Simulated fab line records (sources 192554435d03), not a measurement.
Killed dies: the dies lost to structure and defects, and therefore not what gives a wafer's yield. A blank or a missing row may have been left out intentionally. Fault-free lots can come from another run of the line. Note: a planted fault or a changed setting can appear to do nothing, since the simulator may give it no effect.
Matching of chambers ; flow n5_finfet ; N5_BEOL_M0_SAQP_HM_OPEN_112 on rie_diel-04 has 4 sister chambers
The step chemistry CHF3/O2, target SiO2, stops on a-Si, target depth 12 nm, time 13.5 s. 22 wafers are shown with their chamber, then 11 later ones without.

## WAFERS WITH THEIR CHAMBER
wafer;chamber;throttle_valve_pct (%);showerhead_plenum_p_Torr (Torr);drypump_motor_current_A (A)
L076.1;2;19.07;2.49;5.8
L076.2;0;19.04;2.48;5.8
L076.4;2;19.07;2.49;5.7
L078.1;1;18.46;2.35;5.7
L078.2;2;19.07;2.49;5.7
L078.3;0;19.03;2.48;5.8
L078.4;1;18.43;2.35;5.7
L078.5;2;19.08;2.49;5.8
L078.6;0;19.04;2.48;5.8
L079.2;1;18.45;2.35;5.7
L079.4;3;18.93;2.30;6.5
L079.5;0;19.04;2.48;5.8
L081.1;0;19.05;2.48;5.8
L081.2;3;18.93;2.30;6.5
L081.3;1;18.47;2.34;5.7
L081.4;2;19.06;2.48;5.7
L081.5;2;19.08;2.48;5.8
L081.6;3;18.93;2.30;6.6
L083.2;2;19.08;2.48;5.8
L083.5;3;18.93;2.30;6.5
L083.6;0;19.06;2.48;5.8
L085.1;1;18.46;2.34;5.7

SIGNATURES (averages over the wafers above)
reading;chamber 0;chamber 1;chamber 2;chamber 3;scatter within a chamber
throttle_valve_pct;19.0433;18.4540;19.0729;18.9300;0.00999
showerhead_plenum_p_Torr;2.4800;2.3460;2.4857;2.3000;0.00402
drypump_motor_current_A;5.800;5.700;5.757;6.525;0.037
Rule: for a wafer and a chamber, the distance is found by dividing, reading by reading, the gap between the wafer's reading and the chamber's mean by the reading's scatter, squaring, summing and taking the root. The wafer belongs to the nearest chamber; if the next one is less than 2 further off, it can't be placed. The scatter: the root of (the sum of the squares of (reading less its chamber's mean) over the shown wafers, divided by (wafers less chambers)).

## WAFERS WITHOUT THEIR CHAMBER
wafer;throttle_valve_pct (%);showerhead_plenum_p_Torr (Torr);drypump_motor_current_A (A)
L085.5;19.09;2.48;5.8
L085.6;18.96;2.30;6.5
L086.1;19.12;2.48;5.7
L086.2;18.96;2.30;6.5
L086.3;18.48;2.34;5.7
L089.1;19.09;2.47;5.8
L089.2;18.49;2.34;5.7
L089.5;19.10;2.48;5.8
L090.3;19.08;2.47;5.8
L090.5;19.09;2.47;5.8
L090.6;18.48;2.34;5.7

## THE CHAMBER EACH PASSED THROUGH
wafer;from the rows above;in truth
L085.5;2;2
L085.6;3;3
L086.1;2;2
L086.2;3;3
L086.3;1;1
L089.1;can't be placed: 2 or 0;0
L089.2;1;1
L089.5;2;2
L090.3;can't be placed: 2 or 0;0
L090.5;can't be placed: 2 or 0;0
L090.6;1;1
8 of 11 placed correctly. From these rows, 3 cannot be placed; in 3 the true chamber is one of the candidates. Wrongly placed: 0.
